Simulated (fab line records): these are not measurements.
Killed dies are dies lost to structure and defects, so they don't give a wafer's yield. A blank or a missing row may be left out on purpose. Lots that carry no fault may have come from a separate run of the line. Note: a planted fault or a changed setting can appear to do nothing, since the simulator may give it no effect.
fab line records :: flow n5Finfet
[record]
  lots = 7
  wafers = 20
  lastDay = 19
route steps=1938 shown STI_FIN_REVEAL@189 DUMMY_GATE@219 BEOL_M4@1111
lots untouched by any fault: they come from a run of this same line in which no faults occurred
startH: the number of hours between the record's first day and the start of the first shown wafer of the lot :: waitH: hours elapsed since this lot's preceding step :: " as in the row above :: L1.1+2: a single row standing in for several wafers :: - either no value or no given start :: * or withheld: withheld :: < > ~ a bound
route shown NAME@n: names a module that has steps shown in the file, with the first one's number in the route :: usual: mean and standard deviation over wafers with no fault :: same: alike in all rows :: chamber/n: place in a boat :: sites: the reading at each site :: _std_site: the standard deviation of these :: _edge_site: inner sites' mean taken away from outer sites' mean :: radiusMm: how far each site lies from the wafer's centre :: mask NAME#n: copy n :: behind: the tool/chamber that last shaped the wafer :: hold: why the lot went on hold/how many hours it stayed there/how the hold came to an end :: device: transistor that didn't switch, given as n, p or np :: end of line: tests of these same wafers at the route's end :: a step without rows: its recipe alone :: killed: dies that structure and defects cost at the first sort, which is not the same as the wafer's yield :: map: dies across one wafer; x = killed, . = not, _ = none there
set.NAME: the run value of the setting; set.NAME@STEP: its run value at that earlier step :: model.NAME: the simulator's own value behind a step, which no gauge read
one table for each step of the route and one row for each wafer, over a sample of lots
services: the hour from which a tool's chamber was out of use, counted from the record's first day as startH (under 0 if before that day), plus the number of hours and why
[[steps]]
[step N5_STI_FIN_REVEAL_DENSIFY_30]
[recipe]
  tempC = *
  timeS = *
  ambient = N2
  idleTempC = 600
  rampUpCPerS = 150
  rampDownCPerS = 60
  coolToC = 600
[usual]
  lampPowerPct = 11.53/0.058
  wafer_temp_C_max = *
lot.wafer: L141.2
tool: rtpAnneal-02
chamber: 0
startH: 33.70
waitH: 0.5
lampPowerPct: 11.47
wafer_temp_C_max: *

lot.wafer: L141.3
tool: rtpAnneal-02
chamber: 0
startH: 33.70
waitH: 0.5
lampPowerPct: 11.57
wafer_temp_C_max: *

lot.wafer: L141.5
tool: rtpAnneal-02
chamber: 0
startH: 33.70
waitH: 0.5
lampPowerPct: 11.46
wafer_temp_C_max: *

lot.wafer: L142.3
tool: rtpAnneal-02
chamber: 0
startH: 39.90
waitH: 0.2
lampPowerPct: 11.51
wafer_temp_C_max: *

lot.wafer: L142.4
tool: rtpAnneal-02
chamber: 0
startH: 39.90
waitH: 0.2
lampPowerPct: 11.54
wafer_temp_C_max: *

lot.wafer: L143.1
tool: rtpAnneal-02
chamber: 0
startH: 51.66
waitH: 0.0
lampPowerPct: 11.42
wafer_temp_C_max: *

lot.wafer: L143.5
tool: rtpAnneal-02
chamber: 0
startH: 51.66
waitH: 0.0
lampPowerPct: 11.58
wafer_temp_C_max: *

lot.wafer: L143.6
tool: rtpAnneal-02
chamber: 0
startH: 51.66
waitH: 0.0
lampPowerPct: 11.43
wafer_temp_C_max: *

lot.wafer: L154.4
tool: rtpAnneal-01
chamber: 0
startH: 111.72
waitH: 0.1
lampPowerPct: 11.50
wafer_temp_C_max: *

lot.wafer: L154.5
tool: rtpAnneal-01
chamber: 0
startH: 111.72
waitH: 0.1
lampPowerPct: 11.51
wafer_temp_C_max: *

lot.wafer: L154.6
tool: rtpAnneal-01
chamber: 0
startH: 111.72
waitH: 0.1
lampPowerPct: 11.52
wafer_temp_C_max: *

lot.wafer: L161.1
tool: rtpAnneal-02
chamber: 0
startH: 154.31
waitH: 0.2
lampPowerPct: 11.59
wafer_temp_C_max: *

lot.wafer: L161.2
tool: rtpAnneal-02
chamber: 0
startH: 154.31
waitH: 0.2
lampPowerPct: 11.55
wafer_temp_C_max: *

lot.wafer: L161.5
tool: rtpAnneal-02
chamber: 0
startH: 154.31
waitH: 0.2
lampPowerPct: 11.63
wafer_temp_C_max: *

lot.wafer: L162.1
tool: rtpAnneal-01
chamber: 0
startH: 160.62
waitH: 0.0
lampPowerPct: 11.56
wafer_temp_C_max: *

lot.wafer: L162.5
tool: rtpAnneal-01
chamber: 0
startH: 160.62
waitH: 0.0
lampPowerPct: 11.42
wafer_temp_C_max: *

lot.wafer: L162.6
tool: rtpAnneal-01
chamber: 0
startH: 160.62
waitH: 0.0
lampPowerPct: 11.46
wafer_temp_C_max: *

lot.wafer: L163.3
tool: rtpAnneal-01
chamber: 0
startH: 167.55
waitH: 0.1
lampPowerPct: 11.49
wafer_temp_C_max: *

lot.wafer: L163.5
tool: rtpAnneal-01
chamber: 0
startH: 167.55
waitH: 0.1
lampPowerPct: 11.46
wafer_temp_C_max: *

lot.wafer: L163.6
tool: rtpAnneal-01
chamber: 0
startH: 167.55
waitH: 0.1
lampPowerPct: 11.46
wafer_temp_C_max: *
[step N5_STI_FIN_REVEAL_OXIDATION_33]
[recipe]
  chemistry = O2_PLASMA_REMOTE
  tempC = 150
  timeS = 20
  pressureMtorr = 1000
  sourcePowerW = 2000
  o2FlowSccm = 3000
[usual]
  drypumpMotorCurrentA = 5.8/0.31
  heaterPowerW = 142/12
  tempC = 150.01/0.16
lot.wafer: L141.2
tool: plasmaAsher-02
chamber: 1
startH: 36.68
waitH: 0.0
drypumpMotorCurrentA: 5.5
heaterPowerW: 130
rfHoursCounterH: 31
tempC: 150.17

lot.wafer: L141.3
tool: plasmaAsher-02
chamber: 1
startH: 36.68
waitH: 0.0
drypumpMotorCurrentA: 5.5
heaterPowerW: 131
rfHoursCounterH: -
tempC: 150.20

lot.wafer: L141.5
tool: plasmaAsher-02
chamber: 1
startH: 36.68
waitH: 0.0
drypumpMotorCurrentA: 5.5
heaterPowerW: 130
rfHoursCounterH: -
tempC: 150.04

lot.wafer: L142.3
tool: plasmaAsher-02
chamber: 1
startH: 42.83
waitH: 0.0
drypumpMotorCurrentA: 5.5
heaterPowerW: 128
rfHoursCounterH: -
tempC: 150.20

lot.wafer: L142.4
tool: plasmaAsher-02
chamber: 0
startH: 42.83
waitH: 0.0
drypumpMotorCurrentA: 6.0
heaterPowerW: 156
rfHoursCounterH: -
tempC: 149.91

lot.wafer: L143.1
tool: plasmaAsher-02
chamber: 1
startH: 54.72
waitH: 0.0
drypumpMotorCurrentA: 5.5
heaterPowerW: 129
rfHoursCounterH: 34
tempC: 150.36

lot.wafer: L143.5
tool: plasmaAsher-02
chamber: 0
startH: 54.72
waitH: 0.0
drypumpMotorCurrentA: 6.1
heaterPowerW: 157
rfHoursCounterH: -
tempC: 149.99

lot.wafer: L143.6
tool: plasmaAsher-02
chamber: 1
startH: 54.72
waitH: 0.0
drypumpMotorCurrentA: 5.5
heaterPowerW: 128
rfHoursCounterH: -
tempC: 150.14

lot.wafer: L154.4
tool: plasmaAsher-02
chamber: 1
startH: 114.87
waitH: 0.0
drypumpMotorCurrentA: 5.5
heaterPowerW: 130
rfHoursCounterH: -
tempC: 150.25

lot.wafer: L154.5
tool: plasmaAsher-02
chamber: 0
startH: 114.87
waitH: 0.0
drypumpMotorCurrentA: 6.0
heaterPowerW: 156
rfHoursCounterH: -
tempC: 150.01

lot.wafer: L154.6
tool: plasmaAsher-02
chamber: 1
startH: 114.87
waitH: 0.0
drypumpMotorCurrentA: 5.6
heaterPowerW: 130
rfHoursCounterH: -
tempC: 150.09

lot.wafer: L161.1
tool: plasmaAsher-02
chamber: 1
startH: 157.30
waitH: 0.0
drypumpMotorCurrentA: 5.6
heaterPowerW: 128
rfHoursCounterH: 56
tempC: 149.72

lot.wafer: L161.2
tool: plasmaAsher-02
chamber: 0
startH: 157.30
waitH: 0.0
drypumpMotorCurrentA: 6.1
heaterPowerW: 154
rfHoursCounterH: 56
tempC: 149.80

lot.wafer: L161.5
tool: plasmaAsher-02
chamber: 0
startH: 157.30
waitH: 0.0
drypumpMotorCurrentA: 6.0
heaterPowerW: 158
rfHoursCounterH: -
tempC: 149.83

lot.wafer: L162.1
tool: plasmaAsher-02
chamber: 1
startH: 163.59
waitH: 0.0
drypumpMotorCurrentA: 5.5
heaterPowerW: 129
rfHoursCounterH: 57
tempC: 150.21

lot.wafer: L162.5
tool: plasmaAsher-02
chamber: 1
startH: 163.59
waitH: 0.0
drypumpMotorCurrentA: 5.5
heaterPowerW: 128
rfHoursCounterH: -
tempC: 149.98

lot.wafer: L162.6
tool: plasmaAsher-02
chamber: 0
startH: 163.59
waitH: 0.0
drypumpMotorCurrentA: 6.1
heaterPowerW: 157
rfHoursCounterH: -
tempC: 150.09

lot.wafer: L163.3
tool: plasmaAsher-02
chamber: 0
startH: 170.49
waitH: 0.0
drypumpMotorCurrentA: 6.0
heaterPowerW: 155
rfHoursCounterH: -
tempC: 150.05

lot.wafer: L163.5
tool: plasmaAsher-02
chamber: 0
startH: 170.49
waitH: 0.0
drypumpMotorCurrentA: 6.1
heaterPowerW: 157
rfHoursCounterH: -
tempC: 150.07

lot.wafer: L163.6
tool: plasmaAsher-02
chamber: 1
startH: 170.49
waitH: 0.0
drypumpMotorCurrentA: 5.5
heaterPowerW: 131
rfHoursCounterH: -
tempC: 150.32
[step N5_STI_FIN_REVEAL_CD_MEAS_22]
[recipe]
  targetCdNm = 6.238
  pitchNm = 28
  polarity = line
[usual]
  cdNm = 6.19/0.28
lot.wafer: L141.2
tool: cdSem-03
chamber: -
startH: 36.84
waitH: 0.0
cdNm: 6.24

lot.wafer: L141.3
tool: cdSem-03
chamber: -
startH: 36.84
waitH: 0.0
cdNm: 6.15

lot.wafer: L141.5
tool: cdSem-03
chamber: -
startH: 36.84
waitH: 0.0
cdNm: 6.16

lot.wafer: L142.3
tool: cdSem-01
chamber: -
startH: 42.98
waitH: 0.0
cdNm: 6.23

lot.wafer: L142.4
tool: cdSem-01
chamber: -
startH: 42.98
waitH: 0.0
cdNm: 5.86

lot.wafer: L143.1
tool: cdSem-02
chamber: -
startH: 54.88
waitH: 0.0
cdNm: 6.45

lot.wafer: L143.5
tool: cdSem-02
chamber: -
startH: 54.88
waitH: 0.0
cdNm: 6.25

lot.wafer: L143.6
tool: cdSem-02
chamber: -
startH: 54.88
waitH: 0.0
cdNm: 6.10

lot.wafer: L154.4
tool: cdSem-01
chamber: -
startH: 115.02
waitH: 0.0
cdNm: 5.85

lot.wafer: L154.5
tool: cdSem-01
chamber: -
startH: 115.02
waitH: 0.0
cdNm: 6.31

lot.wafer: L154.6
tool: cdSem-01
chamber: -
startH: 115.02
waitH: 0.0
cdNm: 6.06

lot.wafer: L161.1
tool: cdSem-01
chamber: -
startH: 157.47
waitH: 0.0
cdNm: 5.88

lot.wafer: L161.2
tool: cdSem-01
chamber: -
startH: 157.47
waitH: 0.0
cdNm: 6.05

lot.wafer: L161.5
tool: cdSem-01
chamber: -
startH: 157.47
waitH: 0.0
cdNm: 5.83

lot.wafer: L162.1
tool: cdSem-02
chamber: -
startH: 163.75
waitH: 0.0
cdNm: 5.95

lot.wafer: L162.5
tool: cdSem-02
chamber: -
startH: 163.75
waitH: 0.0
cdNm: 6.10

lot.wafer: L162.6
tool: cdSem-02
chamber: -
startH: 163.75
waitH: 0.0
cdNm: 5.96

lot.wafer: L163.3
tool: cdSem-02
chamber: -
startH: 170.64
waitH: 0.0
cdNm: 6.08

lot.wafer: L163.5
tool: cdSem-02
chamber: -
startH: 170.64
waitH: 0.0
cdNm: 5.87

lot.wafer: L163.6
tool: cdSem-02
chamber: -
startH: 170.64
waitH: 0.0
cdNm: 6.53
[step N5_DUMMY_GATE_THK_MEAS_05]
[usual]
  thkNm = 72.6/1.3
lot.wafer: L141.2
tool: filmMetro-02
chamber: -
startH: 41.15
waitH: 0.1
thkNm: 71.9

lot.wafer: L141.3
tool: filmMetro-02
chamber: -
startH: 41.15
waitH: 0.1
thkNm: 71.5

lot.wafer: L141.5
tool: filmMetro-02
chamber: -
startH: 41.15
waitH: 0.1
thkNm: 70.5

lot.wafer: L142.3
tool: filmMetro-02
chamber: -
startH: 49.08
waitH: 0.2
thkNm: 71.3

lot.wafer: L142.4
tool: filmMetro-02
chamber: -
startH: 49.08
waitH: 0.2
thkNm: 71.8

lot.wafer: L143.1
tool: filmMetro-01
chamber: -
startH: 59.19
waitH: 0.1
thkNm: 71.5

lot.wafer: L143.5
tool: filmMetro-01
chamber: -
startH: 59.19
waitH: 0.1
thkNm: 72.1

lot.wafer: L143.6
tool: filmMetro-01
chamber: -
startH: 59.19
waitH: 0.1
thkNm: 71.8

lot.wafer: L154.4
tool: filmMetro-02
chamber: -
startH: 120.65
waitH: 0.1
thkNm: 77.7

lot.wafer: L154.5
tool: filmMetro-02
chamber: -
startH: 120.65
waitH: 0.1
thkNm: 76.2

lot.wafer: L154.6
tool: filmMetro-02
chamber: -
startH: 120.65
waitH: 0.1
thkNm: 76.3

lot.wafer: L161.1
tool: filmMetro-01
chamber: -
startH: 162.48
waitH: 0.2
thkNm: 74.0

lot.wafer: L161.2
tool: filmMetro-01
chamber: -
startH: 162.48
waitH: 0.2
thkNm: 70.7

lot.wafer: L161.5
tool: filmMetro-01
chamber: -
startH: 162.48
waitH: 0.2
thkNm: 74.3

lot.wafer: L162.1
tool: filmMetro-01
chamber: -
startH: 168.06
waitH: 0.1
thkNm: 70.6

lot.wafer: L162.5
tool: filmMetro-01
chamber: -
startH: 168.06
waitH: 0.1
thkNm: 73.1

lot.wafer: L162.6
tool: filmMetro-01
chamber: -
startH: 168.06
waitH: 0.1
thkNm: 72.7

lot.wafer: L163.3
tool: filmMetro-01
chamber: -
startH: 176.76
waitH: 0.2
thkNm: 73.8

lot.wafer: L163.5
tool: filmMetro-01
chamber: -
startH: 176.76
waitH: 0.2
thkNm: 73.4

lot.wafer: L163.6
tool: filmMetro-01
chamber: -
startH: 176.76
waitH: 0.2
thkNm: 72.2
[step N5_BEOL_M4_RC_MEAS_101]
[usual]
  DIBL_N = 36.4/2.2
  DIBL_P = 36.3/2.5
  IOFF_N = 0.17/0.052
  IOFF_P = 0.23/0.049
  ION_N = 674/17
  ION_P = 464/11
  SS_N = 71.7/0.98
  SS_P = 73.3/0.84
  VT_N = 250/4
  VT_P = -249/3.8
lot.wafer: L141.2
tool: prober-02
chamber: 0
startH: 175.89
waitH: 0.2
DIBL_N[mV/V]: 36.9
DIBL_P[mV/V]: 38.2
IOFF_N[nA/um]: 0.18
IOFF_P[nA/um]: 0.25
ION_N[uA/um]: 708
ION_P[uA/um]: 483
SS_N[mV/dec]: 71.2
SS_P[mV/dec]: 73.4
VT_N[mV]: 246
VT_P[mV]: -246

lot.wafer: L141.3
tool: prober-02
chamber: 0
startH: 175.89
waitH: 0.2
DIBL_N[mV/V]: 40.0
DIBL_P[mV/V]: 41.8
IOFF_N[nA/um]: 0.23
IOFF_P[nA/um]: 0.32
ION_N[uA/um]: 704
ION_P[uA/um]: 487
SS_N[mV/dec]: 72.4
SS_P[mV/dec]: 75.1
VT_N[mV]: 245
VT_P[mV]: -243

lot.wafer: L141.5
tool: prober-02
chamber: 0
startH: 175.89
waitH: 0.2
DIBL_N[mV/V]: 38.3
DIBL_P[mV/V]: 40.1
IOFF_N[nA/um]: 0.19
IOFF_P[nA/um]: 0.30
ION_N[uA/um]: 682
ION_P[uA/um]: 472
SS_N[mV/dec]: 72.0
SS_P[mV/dec]: 75.2
VT_N[mV]: 246
VT_P[mV]: -245

lot.wafer: L142.3
tool: prober-01
chamber: 0
startH: 186.41
waitH: 0.3
DIBL_N[mV/V]: 36.5
DIBL_P[mV/V]: 36.3
IOFF_N[nA/um]: 0.15
IOFF_P[nA/um]: 0.22
ION_N[uA/um]: 686
ION_P[uA/um]: 466
SS_N[mV/dec]: 71.0
SS_P[mV/dec]: 72.7
VT_N[mV]: 247
VT_P[mV]: -249

lot.wafer: L142.4
tool: prober-01
chamber: 0
startH: 186.41
waitH: 0.3
DIBL_N[mV/V]: 34.8
DIBL_P[mV/V]: 33.8
IOFF_N[nA/um]: 0.11
IOFF_P[nA/um]: 0.18
ION_N[uA/um]: 627
ION_P[uA/um]: 440
SS_N[mV/dec]: 71.2
SS_P[mV/dec]: 73.0
VT_N[mV]: 259
VT_P[mV]: -257

lot.wafer: L143.1
tool: prober-02
chamber: 0
startH: 239.10
waitH: 0.0
DIBL_N[mV/V]: 37.6
DIBL_P[mV/V]: 38.8
IOFF_N[nA/um]: 0.21
IOFF_P[nA/um]: 0.33
ION_N[uA/um]: 691
ION_P[uA/um]: 477
SS_N[mV/dec]: 71.3
SS_P[mV/dec]: 73.8
VT_N[mV]: 246
VT_P[mV]: -242

lot.wafer: L143.5
tool: prober-02
chamber: 0
startH: 239.10
waitH: 0.0
DIBL_N[mV/V]: 36.1
DIBL_P[mV/V]: 35.6
IOFF_N[nA/um]: 0.16
IOFF_P[nA/um]: 0.25
ION_N[uA/um]: 686
ION_P[uA/um]: 481
SS_N[mV/dec]: 71.6
SS_P[mV/dec]: 73.1
VT_N[mV]: 251
VT_P[mV]: -244

lot.wafer: L143.6
tool: prober-02
chamber: 0
startH: 239.10
waitH: 0.0
DIBL_N[mV/V]: 33.2
DIBL_P[mV/V]: 33.2
IOFF_N[nA/um]: 0.12
IOFF_P[nA/um]: 0.21
ION_N[uA/um]: 656
ION_P[uA/um]: 464
SS_N[mV/dec]: 70.8
SS_P[mV/dec]: 72.4
VT_N[mV]: 256
VT_P[mV]: -247

lot.wafer: L154.4
tool: prober-02
chamber: 0
startH: 284.88
waitH: 0.5
DIBL_N[mV/V]: 37.1
DIBL_P[mV/V]: 35.3
IOFF_N[nA/um]: 0.16
IOFF_P[nA/um]: 0.20
ION_N[uA/um]: 704
ION_P[uA/um]: 471
SS_N[mV/dec]: 71.8
SS_P[mV/dec]: 72.6
VT_N[mV]: 245
VT_P[mV]: -248

lot.wafer: L154.5
tool: prober-02
chamber: 0
startH: 284.88
waitH: 0.5
DIBL_N[mV/V]: 43.4
DIBL_P[mV/V]: 42.4
IOFF_N[nA/um]: 0.33
IOFF_P[nA/um]: 0.33
ION_N[uA/um]: 675
ION_P[uA/um]: 454
SS_N[mV/dec]: 74.1
SS_P[mV/dec]: 74.4
VT_N[mV]: 241
VT_P[mV]: -248

lot.wafer: L154.6
tool: prober-02
chamber: 0
startH: 284.88
waitH: 0.5
DIBL_N[mV/V]: 36.0
DIBL_P[mV/V]: 35.2
IOFF_N[nA/um]: 0.15
IOFF_P[nA/um]: 0.19
ION_N[uA/um]: 685
ION_P[uA/um]: 472
SS_N[mV/dec]: 71.4
SS_P[mV/dec]: 72.4
VT_N[mV]: 251
VT_P[mV]: -252

lot.wafer: L161.1
tool: prober-01
chamber: 0
startH: 326.37
waitH: 0.0
DIBL_N[mV/V]: 33.2
DIBL_P[mV/V]: 33.6
IOFF_N[nA/um]: 0.11
IOFF_P[nA/um]: 0.17
ION_N[uA/um]: 667
ION_P[uA/um]: 459
SS_N[mV/dec]: 70.6
SS_P[mV/dec]: 71.8
VT_N[mV]: 252
VT_P[mV]: -249

lot.wafer: L161.2
tool: prober-01
chamber: 0
startH: 326.37
waitH: 0.0
DIBL_N[mV/V]: 37.1
DIBL_P[mV/V]: 37.4
IOFF_N[nA/um]: 0.18
IOFF_P[nA/um]: 0.23
ION_N[uA/um]: 695
ION_P[uA/um]: 472
SS_N[mV/dec]: 72.1
SS_P[mV/dec]: 72.9
VT_N[mV]: 244
VT_P[mV]: -244

lot.wafer: L161.5
tool: prober-01
chamber: 0
startH: 326.37
waitH: 0.0
DIBL_N[mV/V]: 35.7
DIBL_P[mV/V]: 35.1
IOFF_N[nA/um]: 0.15
IOFF_P[nA/um]: 0.18
ION_N[uA/um]: 659
ION_P[uA/um]: 451
SS_N[mV/dec]: 70.6
SS_P[mV/dec]: 72.5
VT_N[mV]: 251
VT_P[mV]: -252

lot.wafer: L162.1
tool: prober-02
chamber: 0
startH: 331.96
waitH: 0.0
DIBL_N[mV/V]: 35.2
DIBL_P[mV/V]: 34.1
IOFF_N[nA/um]: 0.15
IOFF_P[nA/um]: 0.20
ION_N[uA/um]: 683
ION_P[uA/um]: 464
SS_N[mV/dec]: 71.3
SS_P[mV/dec]: 72.3
VT_N[mV]: 249
VT_P[mV]: -251

lot.wafer: L162.5
tool: prober-02
chamber: 0
startH: 331.96
waitH: 0.0
DIBL_N[mV/V]: 35.0
DIBL_P[mV/V]: 34.6
IOFF_N[nA/um]: 0.14
IOFF_P[nA/um]: 0.20
ION_N[uA/um]: 675
ION_P[uA/um]: 466
SS_N[mV/dec]: 71.2
SS_P[mV/dec]: 72.1
VT_N[mV]: 251
VT_P[mV]: -250

lot.wafer: L162.6
tool: prober-02
chamber: 0
startH: 331.96
waitH: 0.0
DIBL_N[mV/V]: 36.6
DIBL_P[mV/V]: 36.3
IOFF_N[nA/um]: 0.17
IOFF_P[nA/um]: 0.23
ION_N[uA/um]: 689
ION_P[uA/um]: 470
SS_N[mV/dec]: 72.5
SS_P[mV/dec]: 73.7
VT_N[mV]: 249
VT_P[mV]: -249

lot.wafer: L163.3
tool: prober-01
chamber: 0
startH: 348.84
waitH: 0.3
DIBL_N[mV/V]: 35.3
DIBL_P[mV/V]: 35.1
IOFF_N[nA/um]: 0.15
IOFF_P[nA/um]: 0.21
ION_N[uA/um]: 679
ION_P[uA/um]: 470
SS_N[mV/dec]: 71.6
SS_P[mV/dec]: 73.5
VT_N[mV]: 252
VT_P[mV]: -248

lot.wafer: L163.5
tool: prober-01
chamber: 0
startH: 348.84
waitH: 0.3
DIBL_N[mV/V]: 37.2
DIBL_P[mV/V]: 37.3
IOFF_N[nA/um]: 0.19
IOFF_P[nA/um]: 0.24
ION_N[uA/um]: 687
ION_P[uA/um]: 470
SS_N[mV/dec]: 71.8
SS_P[mV/dec]: 73.9
VT_N[mV]: 247
VT_P[mV]: -249

lot.wafer: L163.6
tool: prober-01
chamber: 0
startH: 348.84
waitH: 0.3
DIBL_N[mV/V]: 32.0
DIBL_P[mV/V]: 30.7
IOFF_N[nA/um]: 0.11
IOFF_P[nA/um]: 0.16
ION_N[uA/um]: 676
ION_P[uA/um]: 470
SS_N[mV/dec]: 69.8
SS_P[mV/dec]: 72.2
VT_N[mV]: 255
VT_P[mV]: -253
[[services]]
tool: rtpAnneal-02
chamber: -
startH: 120.30
hours: 3.9
kind: pm
[[key]]
[firstSign]
  step = N5_DUMMY_GATE_THK_MEAS_05
  reading = thkNm
  direction = up
  sigmas = 3.1
  usual = *
  struck = *
effect none on later readings
metAt N5_DUMMY_GATE_THK_MEAS_05
struckLots L154
[baselineLoss]
  step = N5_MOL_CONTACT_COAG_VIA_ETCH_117
  wafers = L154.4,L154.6
notActingAt N5_STI_FIN_REVEAL_DENSIFY_30,N5_STI_FIN_REVEAL_OXIDATION_33,N5_STI_FIN_REVEAL_CD_MEAS_22
onsetBetween 49.08 120.65
[fault]
  kind = metrologyMatchingOffset
  tool = filmMetro-02
  chamber = -
  onsetH = 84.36
  steps = N5_DUMMY_GATE_THK_MEAS_05
  param = thkNm
  offset = 3.6116
// baselineLoss: these wafers lose ten dies or more at that step, a loss of the line's own and not of a fault; the sort's usual values leave them out
